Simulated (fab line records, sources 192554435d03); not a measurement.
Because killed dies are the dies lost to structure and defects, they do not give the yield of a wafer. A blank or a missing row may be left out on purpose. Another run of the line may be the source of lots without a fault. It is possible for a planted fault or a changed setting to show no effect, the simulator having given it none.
Which of the tools did it?	flow n5-finfet	Sampling: 12 lots, 32 wafers, 4 of 1938 route steps

WHAT THE GAUGES READ, wafer by wafer
N5_PASSIVATION_OVL_MEAS_66.
lot	measured	on	PASS_OPEN_OVL (nm)
L949	day 13 15:40	overlay-01	0 -9 -3
L951	day 14 10:24	overlay-02	-4 -6 0
L950	day 14 04:06	overlay-02	-18 -3 -13
L953	day 14 17:34	overlay-01	4 -1 -1
L958	day 15 23:22	overlay-01	-5 3 -9
L960	day 16 06:48	overlay-01	6 -2 8
L962	day 16 21:17	overlay-02	3 2 5
L965	day 17 00:34	overlay-01	-9 -3 -2
L963	day 17 22:14	overlay-02	-1 -6 -7
L969	day 19 18:09	overlay-01	8
L968	day 19 13:43	overlay-01	0
L971	day 19 22:57	overlay-02	5 9 9

EACH LOT AND THE TOOL THAT RAN IT (in order: tool; ch and the chambers of the sampled wafers; start)
lot	N5_BEOL_M7_SPUTTER_48	N5_PASSIVATION_DESCUM_32	N5_PASSIVATION_STRIP_34
L949	pvd-sputter-03, day 9 16:05	rie-diel-06 ch 0,1,3, day 13 13:44	rie-diel-05 ch 1,2,3, day 13 14:27
L951	pvd-sputter-03, day 10 13:20	rie-diel-05 ch 0,1,3, day 14 08:41	rie-diel-04 ch 2,3, day 14 09:20
L950	pvd-sputter-01, day 10 13:38	rie-diel-05 ch 0,2, day 14 02:05	rie-diel-06 ch 0,1,3, day 14 02:45
L953	pvd-sputter-02, day 11 15:07	rie-diel-06 ch 0,3, day 14 15:53	rie-diel-05 ch 0,1,2, day 14 16:30
L958	pvd-sputter-02, day 12 13:37	rie-diel-06 ch 0,1,3, day 15 21:29	rie-diel-04 ch 1,2,3, day 15 22:11
L960	pvd-sputter-02, day 13 03:03	rie-diel-06 ch 1,2,3, day 16 04:30	rie-diel-04 ch 0,1,3, day 16 05:36
L962	pvd-sputter-01, day 13 20:20	rie-diel-05 ch 0,1, day 16 19:37	rie-diel-05 ch 0,1,2, day 16 20:13
L965	pvd-sputter-03, day 14 04:08	rie-diel-06 ch 0,3, day 16 22:53	rie-diel-04 ch 2,3, day 16 23:29
L963	pvd-sputter-02, day 14 10:38	rie-diel-05 ch 0,2, day 17 20:23	rie-diel-06 ch 0,2, day 17 21:02
L969	pvd-sputter-03, day 16 12:14	rie-diel-04 ch 2, day 19 16:21	rie-diel-04 ch 0, day 19 16:57
L968	pvd-sputter-03, day 16 12:38	rie-diel-06 ch 1, day 19 12:02	rie-diel-06 ch 3, day 19 12:38
L971	pvd-sputter-01, day 16 14:15	rie-diel-06 ch 2,3, day 19 21:07	rie-diel-06 ch 1,2,3, day 19 21:45
- N5_BEOL_M7_SPUTTER_48: material Cu, target thk 10 nm, time 1.667 s.
- N5_PASSIVATION_DESCUM_32: chemistry O2, time 7.9 s.
- N5_PASSIVATION_STRIP_34: strips in O2.

AS READ BY THE TOOLS THEMSELVES (means over the sampled wafers that have a number; for cases with no such wafer, the mark the record gives instead)
N5_BEOL_M7_SPUTTER_48.
lot	tool	susceptor-temp-C (C)	throttle-valve-pct (%)
L949	pvd-sputter-03	-19.96	29.3
L951	pvd-sputter-03	-19.94	30.0
L950	pvd-sputter-01	-19.99	30.0
L953	pvd-sputter-02	-20.02	30.9
L958	pvd-sputter-02	-19.89	31.6
L960	pvd-sputter-02	-20.08	30.9
L962	pvd-sputter-01	-20.04	30.4
L965	pvd-sputter-03	-19.96	30.3
L963	pvd-sputter-02	-20.03	31.0
L969	pvd-sputter-03	-19.99	28.4
L968	pvd-sputter-03	-19.76	28.9
L971	pvd-sputter-01	-19.88	31.8

N5_PASSIVATION_DESCUM_32.
lot	tool	bias-power-w (W)	drypump-motor-current-A (A)	oes-product-au (a.u.)	rf-vpp-V (V)	showerhead-plenum-p-Torr (Torr)	throttle-valve-pct (%)
L949	rie-diel-06	19.93	5.48	0.83	243.5	2.11	20.19
L951	rie-diel-05	19.94	5.76	0.80	243.1	2.09	20.17
L950	rie-diel-05	20.01	5.75	0.75	243.7	2.10	20.39
L953	rie-diel-06	19.98	5.49	0.82	244.5	2.16	20.25
L958	rie-diel-06	19.95	5.50	0.79	243.0	2.11	20.19
L960	rie-diel-06	20.07	5.55	0.81	244.3	2.11	20.07
L962	rie-diel-05	20.00	5.73	0.77	243.5	2.10	20.05
L965	rie-diel-06	20.00	5.36	0.83	244.6	2.13	20.05
L963	rie-diel-05	19.99	5.93	0.74	243.0	2.08	20.52
L969	rie-diel-04	19.99	5.45	0.88	243.7	2.22	20.53
L968	rie-diel-06	19.85	5.60	0.73	242.2	2.01	20.36
L971	rie-diel-06	19.94	5.44	0.81	243.5	2.13	19.96

N5_PASSIVATION_STRIP_34.
lot	tool	drypump-motor-current-A (A)	oes-product-au (a.u.)	rf-vpp-V (V)	showerhead-plenum-p-Torr (Torr)	throttle-valve-pct (%)
L949	rie-diel-05	5.91	0.84	3.2	2.09	16.51
L951	rie-diel-04	5.66	0.96	3.1	2.23	16.67
L950	rie-diel-06	5.47	0.83	2.5	2.12	16.44
L953	rie-diel-05	5.83	0.78	2.4	2.10	16.54
L958	rie-diel-04	5.84	0.87	5.3	2.19	16.65
L960	rie-diel-04	5.82	0.87	3.6	2.13	16.54
L962	rie-diel-05	5.83	0.77	3.1	2.09	16.58
L965	rie-diel-04	5.82	0.84	2.6	2.22	16.72
L963	rie-diel-06	5.62	0.77	3.1	2.19	16.63
L969	rie-diel-04	5.42	0.82	4.6	2.05	16.37
L968	rie-diel-06	5.26	0.82	3.4	2.10	16.16
L971	rie-diel-06	5.55	0.77	3.4	2.10	16.41

THE ANSWER, worked out from the rows above alone
Rule: what is usual is taken from the lots themselves. Put in order of their means at a reading, lots are off if they are a third of the lots or fewer, leave a main group of 4 or more, and stand apart from it by a gap of 3 or more times the standard deviation of the main group's means; of several such gaps the widest counts. The tables above print the reading to a certain number of digits; a main group whose means all agree to those digits is not used. Also off: a lot with no number at a reading for which 4 or more lots have one. All remaining lots with rows at the step are treated as sound. After the gauges, taken in route order, come the tools' own readings; for these a lot's mean is taken, as printed above. At the first step where some lot is off, the reading lying furthest off is the one used; lots without a number count as furthest.
No lot is off at any reading shown: from this, nothing can be told.

WHAT HAD BEEN PUT IN BY THE SIMULATOR
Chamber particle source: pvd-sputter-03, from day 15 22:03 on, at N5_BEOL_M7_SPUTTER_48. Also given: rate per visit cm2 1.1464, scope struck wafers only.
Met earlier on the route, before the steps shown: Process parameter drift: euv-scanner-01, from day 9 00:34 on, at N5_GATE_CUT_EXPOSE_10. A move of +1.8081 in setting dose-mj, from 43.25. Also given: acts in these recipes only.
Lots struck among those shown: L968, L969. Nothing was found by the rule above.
